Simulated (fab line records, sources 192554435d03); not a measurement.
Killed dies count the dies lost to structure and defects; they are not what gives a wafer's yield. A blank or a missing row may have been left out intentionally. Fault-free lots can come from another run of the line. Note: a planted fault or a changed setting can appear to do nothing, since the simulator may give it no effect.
The tool behind it: which one? || flow n5-finfet || 11 lots, 32 wafers sampled, at 5 steps of a route of 1938

== WHAT EACH GAUGE READ, for each wafer ==
The record holds no reading of a measuring or inspecting step that can be judged against a usual standard deviation.

== EACH LOT AND THE TOOL THAT RAN IT (in order: tool; ch and the chambers of the sampled wafers; start) ==
{"lot": "L254", "N5_GATE_CUT_ETCH_37": "rie-diel-05 ch 0,3, day 4 13:02", "N5_BEOL_M15_STRIP_62": "rie-diel-05 ch 1,3, day 11 02:56 or earlier", "N5_BEOL_M15_SPUTTER_43": "pvd-sputter-03, day 11 02:56", "N5_PASSIVATION_SPUTTER_20": "pvd-sputter-03, day 11 12:43", "N5_PASSIVATION_PROBE_49": "-"}
{"lot": "L255", "N5_GATE_CUT_ETCH_37": "rie-diel-03 ch 0,1,2, day 4 23:55", "N5_BEOL_M15_STRIP_62": "rie-diel-04 ch 0,1,2, day 11 08:06 or earlier", "N5_BEOL_M15_SPUTTER_43": "pvd-sputter-02, day 11 08:06", "N5_PASSIVATION_SPUTTER_20": "pvd-sputter-03, day 11 21:12", "N5_PASSIVATION_PROBE_49": "-"}
{"lot": "L257", "N5_GATE_CUT_ETCH_37": "rie-diel-04 ch 0,2,3, day 5 05:40", "N5_BEOL_M15_STRIP_62": "rie-diel-04 ch 0,2,3, day 12 05:55 or earlier", "N5_BEOL_M15_SPUTTER_43": "pvd-sputter-03, day 12 05:55", "N5_PASSIVATION_SPUTTER_20": "pvd-sputter-03, day 12 18:02", "N5_PASSIVATION_PROBE_49": "-"}
{"lot": "L258", "N5_GATE_CUT_ETCH_37": "rie-diel-05 ch 1,3, day 5 12:37", "N5_BEOL_M15_STRIP_62": "rie-diel-03 ch 1,3, day 12 04:02 or earlier", "N5_BEOL_M15_SPUTTER_43": "pvd-sputter-01, day 12 04:02", "N5_PASSIVATION_SPUTTER_20": "pvd-sputter-03, day 12 12:06", "N5_PASSIVATION_PROBE_49": "-"}
{"lot": "L262", "N5_GATE_CUT_ETCH_37": "rie-diel-05 ch 2,3, day 6 12:14", "N5_BEOL_M15_STRIP_62": "rie-diel-05 ch 2,3, day 13 06:44 or earlier", "N5_BEOL_M15_SPUTTER_43": "pvd-sputter-03, day 13 06:44", "N5_PASSIVATION_SPUTTER_20": "pvd-sputter-01, day 13 13:56", "N5_PASSIVATION_PROBE_49": "-"}
{"lot": "L263", "N5_GATE_CUT_ETCH_37": "rie-diel-04 ch 0,2,3, day 6 19:53", "N5_BEOL_M15_STRIP_62": "rie-diel-03 ch 0,3, day 12 22:05 or earlier", "N5_BEOL_M15_SPUTTER_43": "pvd-sputter-01, day 12 22:05", "N5_PASSIVATION_SPUTTER_20": "pvd-sputter-03, day 13 08:05", "N5_PASSIVATION_PROBE_49": "-"}
{"lot": "L268", "N5_GATE_CUT_ETCH_37": "rie-diel-04 ch 0,3, day 7 23:31", "N5_BEOL_M15_STRIP_62": "rie-diel-03 ch 0,1, day 14 20:49 or earlier", "N5_BEOL_M15_SPUTTER_43": "pvd-sputter-03, day 14 20:49", "N5_PASSIVATION_SPUTTER_20": "pvd-sputter-01, day 15 07:03", "N5_PASSIVATION_PROBE_49": "prober-02, day 15 13:04"}
{"lot": "L269", "N5_GATE_CUT_ETCH_37": "rie-diel-04 ch 1,3, day 8 06:35", "N5_BEOL_M15_STRIP_62": "rie-diel-05 ch 0,2,3, day 15 03:09 or earlier", "N5_BEOL_M15_SPUTTER_43": "pvd-sputter-02, day 15 03:09", "N5_PASSIVATION_SPUTTER_20": "pvd-sputter-03, day 15 11:22", "N5_PASSIVATION_PROBE_49": "prober-01, day 15 17:04"}
{"lot": "L270", "N5_GATE_CUT_ETCH_37": "rie-diel-04 ch 0,3, day 8 10:29", "N5_BEOL_M15_STRIP_62": "rie-diel-03 ch 1,2, day 15 15:53 or earlier", "N5_BEOL_M15_SPUTTER_43": "pvd-sputter-02, day 15 15:53", "N5_PASSIVATION_SPUTTER_20": "pvd-sputter-02, day 16 02:20", "N5_PASSIVATION_PROBE_49": "prober-02, day 16 08:16"}
{"lot": "L271", "N5_GATE_CUT_ETCH_37": "rie-diel-05 ch 0,2, day 8 21:17", "N5_BEOL_M15_STRIP_62": "rie-diel-04 ch 1,2,3, day 16 02:41 or earlier", "N5_BEOL_M15_SPUTTER_43": "pvd-sputter-01, day 16 02:41", "N5_PASSIVATION_SPUTTER_20": "pvd-sputter-03, day 16 11:40", "N5_PASSIVATION_PROBE_49": "prober-02, day 16 17:10"}
{"lot": "L274", "N5_GATE_CUT_ETCH_37": "rie-diel-05 ch 1,2, day 9 16:14", "N5_BEOL_M15_STRIP_62": "rie-diel-05 ch 0,3, day 17 00:37 or earlier", "N5_BEOL_M15_SPUTTER_43": "pvd-sputter-03, day 17 00:37", "N5_PASSIVATION_SPUTTER_20": "pvd-sputter-01, day 17 08:28", "N5_PASSIVATION_PROBE_49": "-"}
- N5_GATE_CUT_ETCH_37: etches SOC in N2/H2, target depth 60 nm, overetch 12 nm, time 90 s.
- N5_BEOL_M15_STRIP_62: strips in O2.
- N5_BEOL_M15_SPUTTER_43: material TaN, target thk 15 nm, time 24.19 s.
- N5_PASSIVATION_SPUTTER_20: material TaN, target thk 50 nm.
- N5_PASSIVATION_PROBE_49

== WHAT THE TOOLS THEMSELVES READ (means of the sampled wafers that have a number; where no wafer has one, the mark that the record gives instead) ==
N5_GATE_CUT_ETCH_37. Usual: chamber-pressure-mTorr 30.006 mTorr, standard deviation 0.027; drypump-motor-current-A 5.85 A, standard deviation 0.24; oes-product-au 0.69 a.u., standard deviation 0.061; rf-vpp-V 523.2 V, standard deviation 3; showerhead-plenum-p-Torr 2.52 Torr, standard deviation 0.096; throttle-valve-pct 17.95 %, standard deviation 0.19.
{"lot": "L254", "tool": "rie-diel-05", "chamber-pressure-mTorr (mTorr)": 30.027, "drypump-motor-current-A (A)": 5.88, "oes-product-au (a.u.)": 0.66, "rf-vpp-V (V)": 521.8, "showerhead-plenum-p-Torr (Torr)": 2.49, "throttle-valve-pct (%)": 18.06, "flag": ""}
{"lot": "L255", "tool": "rie-diel-03", "chamber-pressure-mTorr (mTorr)": 29.996, "drypump-motor-current-A (A)": 5.86, "oes-product-au (a.u.)": 0.69, "rf-vpp-V (V)": 523.9, "showerhead-plenum-p-Torr (Torr)": 2.54, "throttle-valve-pct (%)": 18.00, "flag": ""}
{"lot": "L257", "tool": "rie-diel-04", "chamber-pressure-mTorr (mTorr)": 29.984, "drypump-motor-current-A (A)": 5.80, "oes-product-au (a.u.)": 0.66, "rf-vpp-V (V)": 521.6, "showerhead-plenum-p-Torr (Torr)": 2.46, "throttle-valve-pct (%)": 17.93, "flag": ""}
{"lot": "L258", "tool": "rie-diel-05", "chamber-pressure-mTorr (mTorr)": 30.013, "drypump-motor-current-A (A)": 5.79, "oes-product-au (a.u.)": 0.65, "rf-vpp-V (V)": 522.4, "showerhead-plenum-p-Torr (Torr)": 2.49, "throttle-valve-pct (%)": 17.91, "flag": ""}
{"lot": "L262", "tool": "rie-diel-05", "chamber-pressure-mTorr (mTorr)": 29.989, "drypump-motor-current-A (A)": 5.88, "oes-product-au (a.u.)": 0.75, "rf-vpp-V (V)": 527.2, "showerhead-plenum-p-Torr (Torr)": 2.62, "throttle-valve-pct (%)": 17.93, "flag": ""}
{"lot": "L263", "tool": "rie-diel-04", "chamber-pressure-mTorr (mTorr)": 30.009, "drypump-motor-current-A (A)": 5.82, "oes-product-au (a.u.)": 0.65, "rf-vpp-V (V)": 521.8, "showerhead-plenum-p-Torr (Torr)": 2.46, "throttle-valve-pct (%)": 17.94, "flag": ""}
{"lot": "L268", "tool": "rie-diel-04", "chamber-pressure-mTorr (mTorr)": 29.993, "drypump-motor-current-A (A)": 5.89, "oes-product-au (a.u.)": 0.67, "rf-vpp-V (V)": 521.7, "showerhead-plenum-p-Torr (Torr)": 2.48, "throttle-valve-pct (%)": 18.02, "flag": ""}
{"lot": "L269", "tool": "rie-diel-04", "chamber-pressure-mTorr (mTorr)": 30.000, "drypump-motor-current-A (A)": 6.11, "oes-product-au (a.u.)": 0.73, "rf-vpp-V (V)": 522.5, "showerhead-plenum-p-Torr (Torr)": 2.50, "throttle-valve-pct (%)": 17.82, "flag": ""}
{"lot": "L270", "tool": "rie-diel-04", "chamber-pressure-mTorr (mTorr)": 29.989, "drypump-motor-current-A (A)": 6.00, "oes-product-au (a.u.)": 0.66, "rf-vpp-V (V)": 521.9, "showerhead-plenum-p-Torr (Torr)": 2.50, "throttle-valve-pct (%)": 18.07, "flag": ""}
{"lot": "L271", "tool": "rie-diel-05", "chamber-pressure-mTorr (mTorr)": 30.008, "drypump-motor-current-A (A)": 5.81, "oes-product-au (a.u.)": 0.72, "rf-vpp-V (V)": 526.4, "showerhead-plenum-p-Torr (Torr)": 2.64, "throttle-valve-pct (%)": 18.07, "flag": ""}
{"lot": "L274", "tool": "rie-diel-05", "chamber-pressure-mTorr (mTorr)": 30.012, "drypump-motor-current-A (A)": 5.72, "oes-product-au (a.u.)": 0.67, "rf-vpp-V (V)": 524.8, "showerhead-plenum-p-Torr (Torr)": 2.57, "throttle-valve-pct (%)": 17.99, "flag": ""}

N5_BEOL_M15_STRIP_62. Usual: chamber-pressure-mTorr 30.00 mTorr, standard deviation 0.033; drypump-motor-current-A 5.85 A, standard deviation 0.23; oes-product-au 0.78 a.u., standard deviation 0.085; rf-vpp-V 3.7 V, standard deviation 0.51; showerhead-plenum-p-Torr 2.10 Torr, standard deviation 0.09; throttle-valve-pct 16.78 %, standard deviation 0.24.
{"lot": "L254", "tool": "rie-diel-05", "chamber-pressure-mTorr (mTorr)": 29.98, "drypump-motor-current-A (A)": 5.91, "oes-product-au (a.u.)": 0.81, "rf-vpp-V (V)": 4.0, "showerhead-plenum-p-Torr (Torr)": 2.02, "throttle-valve-pct (%)": 16.72, "flag": ""}
{"lot": "L255", "tool": "rie-diel-04", "chamber-pressure-mTorr (mTorr)": 30.02, "drypump-motor-current-A (A)": 5.73, "oes-product-au (a.u.)": 0.81, "rf-vpp-V (V)": 4.0, "showerhead-plenum-p-Torr (Torr)": 2.08, "throttle-valve-pct (%)": 16.48, "flag": ""}
{"lot": "L257", "tool": "rie-diel-04", "chamber-pressure-mTorr (mTorr)": 30.01, "drypump-motor-current-A (A)": 5.78, "oes-product-au (a.u.)": 0.77, "rf-vpp-V (V)": 3.6, "showerhead-plenum-p-Torr (Torr)": 2.09, "throttle-valve-pct (%)": 16.69, "flag": ""}
{"lot": "L258", "tool": "rie-diel-03", "chamber-pressure-mTorr (mTorr)": 29.96, "drypump-motor-current-A (A)": 5.62, "oes-product-au (a.u.)": 0.79, "rf-vpp-V (V)": 3.6, "showerhead-plenum-p-Torr (Torr)": 2.08, "throttle-valve-pct (%)": 16.70, "flag": ""}
{"lot": "L262", "tool": "rie-diel-05", "chamber-pressure-mTorr (mTorr)": 30.00, "drypump-motor-current-A (A)": 5.94, "oes-product-au (a.u.)": 0.76, "rf-vpp-V (V)": 3.7, "showerhead-plenum-p-Torr (Torr)": 2.07, "throttle-valve-pct (%)": 16.90, "flag": ""}
{"lot": "L263", "tool": "rie-diel-03", "chamber-pressure-mTorr (mTorr)": 30.03, "drypump-motor-current-A (A)": 5.96, "oes-product-au (a.u.)": 0.84, "rf-vpp-V (V)": 4.0, "showerhead-plenum-p-Torr (Torr)": 2.18, "throttle-valve-pct (%)": 16.61, "flag": ""}
{"lot": "L268", "tool": "rie-diel-03", "chamber-pressure-mTorr (mTorr)": 30.02, "drypump-motor-current-A (A)": 5.93, "oes-product-au (a.u.)": 0.70, "rf-vpp-V (V)": 3.9, "showerhead-plenum-p-Torr (Torr)": 2.04, "throttle-valve-pct (%)": 16.98, "flag": ""}
{"lot": "L269", "tool": "rie-diel-05", "chamber-pressure-mTorr (mTorr)": 30.00, "drypump-motor-current-A (A)": 5.87, "oes-product-au (a.u.)": 0.81, "rf-vpp-V (V)": 3.5, "showerhead-plenum-p-Torr (Torr)": 2.09, "throttle-valve-pct (%)": 16.85, "flag": ""}
{"lot": "L270", "tool": "rie-diel-03", "chamber-pressure-mTorr (mTorr)": 30.01, "drypump-motor-current-A (A)": 5.63, "oes-product-au (a.u.)": 0.71, "rf-vpp-V (V)": 3.7, "showerhead-plenum-p-Torr (Torr)": 2.05, "throttle-valve-pct (%)": 16.92, "flag": ""}
{"lot": "L271", "tool": "rie-diel-04", "chamber-pressure-mTorr (mTorr)": 29.93, "drypump-motor-current-A (A)": 5.95, "oes-product-au (a.u.)": 0.77, "rf-vpp-V (V)": 3.9, "showerhead-plenum-p-Torr (Torr)": 2.10, "throttle-valve-pct (%)": 16.63, "flag": ""}
{"lot": "L274", "tool": "rie-diel-05", "chamber-pressure-mTorr (mTorr)": 29.99, "drypump-motor-current-A (A)": 5.93, "oes-product-au (a.u.)": 0.76, "rf-vpp-V (V)": 3.6, "showerhead-plenum-p-Torr (Torr)": 2.01, "throttle-valve-pct (%)": 16.91, "flag": ""}

N5_BEOL_M15_SPUTTER_43. Usual: throttle-valve-pct reads 30.1 % (standard deviation 0.68).
{"lot": "L254", "tool": "pvd-sputter-03", "throttle-valve-pct (%)": 29.8, "flag": ""}
{"lot": "L255", "tool": "pvd-sputter-02", "throttle-valve-pct (%)": 30.4, "flag": ""}
{"lot": "L257", "tool": "pvd-sputter-03", "throttle-valve-pct (%)": 29.8, "flag": ""}
{"lot": "L258", "tool": "pvd-sputter-01", "throttle-valve-pct (%)": 29.9, "flag": ""}
{"lot": "L262", "tool": "pvd-sputter-03", "throttle-valve-pct (%)": 30.8, "flag": ""}
{"lot": "L263", "tool": "pvd-sputter-01", "throttle-valve-pct (%)": 30.1, "flag": ""}
{"lot": "L268", "tool": "pvd-sputter-03", "throttle-valve-pct (%)": 30.4, "flag": ""}
{"lot": "L269", "tool": "pvd-sputter-02", "throttle-valve-pct (%)": 29.8, "flag": ""}
{"lot": "L270", "tool": "pvd-sputter-02", "throttle-valve-pct (%)": 29.9, "flag": ""}
{"lot": "L271", "tool": "pvd-sputter-01", "throttle-valve-pct (%)": 30.3, "flag": ""}
{"lot": "L274", "tool": "pvd-sputter-03", "throttle-valve-pct (%)": 29.9, "flag": ""}

N5_PASSIVATION_SPUTTER_20. Usual: throttle-valve-pct reads 30.1 % (standard deviation 0.65).
{"lot": "L254", "tool": "pvd-sputter-03", "throttle-valve-pct (%)": 29.1, "flag": ""}
{"lot": "L255", "tool": "pvd-sputter-03", "throttle-valve-pct (%)": 30.2, "flag": ""}
{"lot": "L257", "tool": "pvd-sputter-03", "throttle-valve-pct (%)": 29.8, "flag": ""}
{"lot": "L258", "tool": "pvd-sputter-03", "throttle-valve-pct (%)": 30.1, "flag": ""}
{"lot": "L262", "tool": "pvd-sputter-01", "throttle-valve-pct (%)": 30.3, "flag": ""}
{"lot": "L263", "tool": "pvd-sputter-03", "throttle-valve-pct (%)": 30.2, "flag": ""}
{"lot": "L268", "tool": "pvd-sputter-01", "throttle-valve-pct (%)": 30.0, "flag": ""}
{"lot": "L269", "tool": "pvd-sputter-03", "throttle-valve-pct (%)": 30.4, "flag": ""}
{"lot": "L270", "tool": "pvd-sputter-02", "throttle-valve-pct (%)": 30.3, "flag": ""}
{"lot": "L271", "tool": "pvd-sputter-03", "throttle-valve-pct (%)": 30.0, "flag": ""}
{"lot": "L274", "tool": "pvd-sputter-01", "throttle-valve-pct (%)": 30.2, "flag": ""}

N5_PASSIVATION_PROBE_49. Usual: defect-limited-yield 91.0 %, standard deviation 1.5; killed_at_M0_to_M3 34, standard deviation 11; killed_at_M4_up 14, standard deviation 5.3; killed-at-contacts 13, standard deviation 7; killed-at-front-end 41, standard deviation 13; killed-at-other 4, standard deviation 3.1; killed-dies 106, standard deviation 17; killed-on-rim 14, standard deviation 3.9; killed-open 70, standard deviation 12; killed-short 35, standard deviation 8; sort_bin_5_function 5.2 %, standard deviation 0.98; sort_bin_6_memory 3.4 %, standard deviation 0.69; sort-n-pass 1074, standard deviation 17; sort-yield-pct 91.0 %, standard deviation 1.5.
{"lot": "L268", "tool": "prober-02", "defect-limited-yield (%)": 85.9, "killed_at_M0_to_M3": 36, "killed_at_M4_up": 16, "killed-at-contacts": 16, "killed-at-front-end": 94, "killed-at-other": 5, "killed-dies": 166, "killed-on-rim": 32, "killed-open": 67, "killed-short": 36, "sort_bin_5_function (%)": 8.7, "sort_bin_6_memory (%)": 4.0, "sort-n-pass": 1014, "sort-yield-pct (%)": 85.9, "flag": "OFF"}
{"lot": "L269", "tool": "prober-01", "defect-limited-yield (%)": 84.4, "killed_at_M0_to_M3": 28, "killed_at_M4_up": 24, "killed-at-contacts": 15, "killed-at-front-end": 115, "killed-at-other": 2, "killed-dies": 184, "killed-on-rim": 32, "killed-open": 69, "killed-short": 30, "sort_bin_5_function (%)": 9.9, "sort_bin_6_memory (%)": 3.9, "sort-n-pass": 996, "sort-yield-pct (%)": 84.4, "flag": "OFF"}
{"lot": "L270", "tool": "prober-02", "defect-limited-yield (%)": 86.0, "killed_at_M0_to_M3": 31, "killed_at_M4_up": 8, "killed-at-contacts": 9, "killed-at-front-end": 114, "killed-at-other": 4, "killed-dies": 165, "killed-on-rim": 31, "killed-open": 63, "killed-short": 38, "sort_bin_5_function (%)": 8.6, "sort_bin_6_memory (%)": 4.1, "sort-n-pass": 1015, "sort-yield-pct (%)": 86.0, "flag": "OFF"}
{"lot": "L271", "tool": "prober-02", "defect-limited-yield (%)": 89.4, "killed_at_M0_to_M3": 43, "killed_at_M4_up": 12, "killed-at-contacts": 13, "killed-at-front-end": 54, "killed-at-other": 3, "killed-dies": 125, "killed-on-rim": 20, "killed-open": 78, "killed-short": 45, "sort_bin_5_function (%)": 6.5, "sort_bin_6_memory (%)": 3.7, "sort-n-pass": 1055, "sort-yield-pct (%)": 89.4, "flag": ""}

== THE ANSWER, worked out from the rows above alone ==
Rule: a lot is off if the mean of its wafers that have a number lies more than 3 standard deviations from the usual mean. Also off: a lot with no number at a reading for which 4 or more lots have one. The other lots that the step has rows for count as sound. Order of review: gauges by route order, followed by the tools' own readings, for which a lot's mean as printed above is used. At the first step where some lot is off, the reading lying furthest off is the one used; lots without a number count as furthest.
Off, at N5_PASSIVATION_PROBE_49 on killed-at-front-end: L268, L269, L270. Neither off nor sound, because the step has no rows for them: L254, L255, L257, L258, L262, L263, L274.
A tool fits if, at that step or a process step before it, it ran every lot that is off, and no sound lot after the first of them. N5_BEOL_M15_STRIP_62 gives no start for some lots, so the hours and the order of its lots are those of N5_BEOL_M15_SPUTTER_43. One fits: rie-diel-04 at N5_GATE_CUT_ETCH_37. It ran no sound lot before its first lot that is off in this sample, so the start can't be narrowed down.

== WHAT THE SIMULATOR HAD INSERTED ==
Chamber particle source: rie-diel-04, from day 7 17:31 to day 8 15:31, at N5_GATE_CUT_ETCH_37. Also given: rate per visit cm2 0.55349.
Shown lots that were struck: L268, L269, L270. This agrees with what the rule above found.
